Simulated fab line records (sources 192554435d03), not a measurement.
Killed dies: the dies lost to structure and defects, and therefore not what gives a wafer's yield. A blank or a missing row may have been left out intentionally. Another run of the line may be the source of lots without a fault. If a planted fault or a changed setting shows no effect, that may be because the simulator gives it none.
Chamber matching || flow n5-finfet || rie-diel-01 running N5_BEOL_M4_ETCH_70: 4 sister chambers
The step etches SOC in N2/H2, target depth 80 nm, overetch 24 nm, time 130 s. 4 wafers are shown with their chamber, then 11 later ones without.

WAFERS, EACH WITH ITS CHAMBER
{"wafer": "L087.6", "chamber": 1, "drypump-motor-current-A (A)": 5.9}
{"wafer": "L088.2", "chamber": 2, "drypump-motor-current-A (A)": 6.2}
{"wafer": "L088.5", "chamber": 3, "drypump-motor-current-A (A)": 5.1}
{"wafer": "L091.2", "chamber": 0, "drypump-motor-current-A (A)": 6.2}

WAFERS MISSING THEIR CHAMBER
{"wafer": "L091.4", "drypump-motor-current-A (A)": 6.2}
{"wafer": "L091.6", "drypump-motor-current-A (A)": 6.2}
{"wafer": "L090.1", "drypump-motor-current-A (A)": 5.1}
{"wafer": "L090.5", "drypump-motor-current-A (A)": 5.2}
{"wafer": "L090.6", "drypump-motor-current-A (A)": 6.2}
{"wafer": "L092.2", "drypump-motor-current-A (A)": 5.2}
{"wafer": "L092.5", "drypump-motor-current-A (A)": 6.2}
{"wafer": "L092.6", "drypump-motor-current-A (A)": 5.9}
{"wafer": "L097.1", "drypump-motor-current-A (A)": 6.2}
{"wafer": "L097.4", "drypump-motor-current-A (A)": 5.9}
{"wafer": "L097.5", "drypump-motor-current-A (A)": 6.2}

THE CHAMBER EACH PASSED THROUGH
{"wafer": "L091.4", "from the rows above": "can't be placed: 0 or 2", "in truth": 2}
{"wafer": "L091.6", "from the rows above": "can't be placed: 0 or 2", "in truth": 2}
{"wafer": "L090.1", "from the rows above": 3, "in truth": 3}
{"wafer": "L090.5", "from the rows above": 3, "in truth": 3}
{"wafer": "L090.6", "from the rows above": "can't be placed: 0 or 2", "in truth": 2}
{"wafer": "L092.2", "from the rows above": 3, "in truth": 3}
{"wafer": "L092.5", "from the rows above": "can't be placed: 0 or 2", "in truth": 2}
{"wafer": "L092.6", "from the rows above": 1, "in truth": 1}
{"wafer": "L097.1", "from the rows above": "can't be placed: 0 or 2", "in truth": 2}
{"wafer": "L097.4", "from the rows above": 1, "in truth": 1}
{"wafer": "L097.5", "from the rows above": "can't be placed: 0 or 2", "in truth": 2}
Correct placement for 5 of the 11. Not placeable from these rows: 6 (in 6, the candidates include the true chamber). Wrongly placed: 0.
How it was worked out, from the rows above alone: a wafer's distance from a chamber is the root of the sum, over the readings, of the square of ((its reading less the chamber's mean) divided by the reading's scatter). If the next closest chamber is less than 2 further off than the closest, the wafer can't be placed; otherwise it belongs to the closest. Each chamber's mean is taken over the wafers shown for it. The scatter (one wafer shown for each chamber): square how far every hidden wafer sits from the nearest shown wafer, average those squares and take the square root.
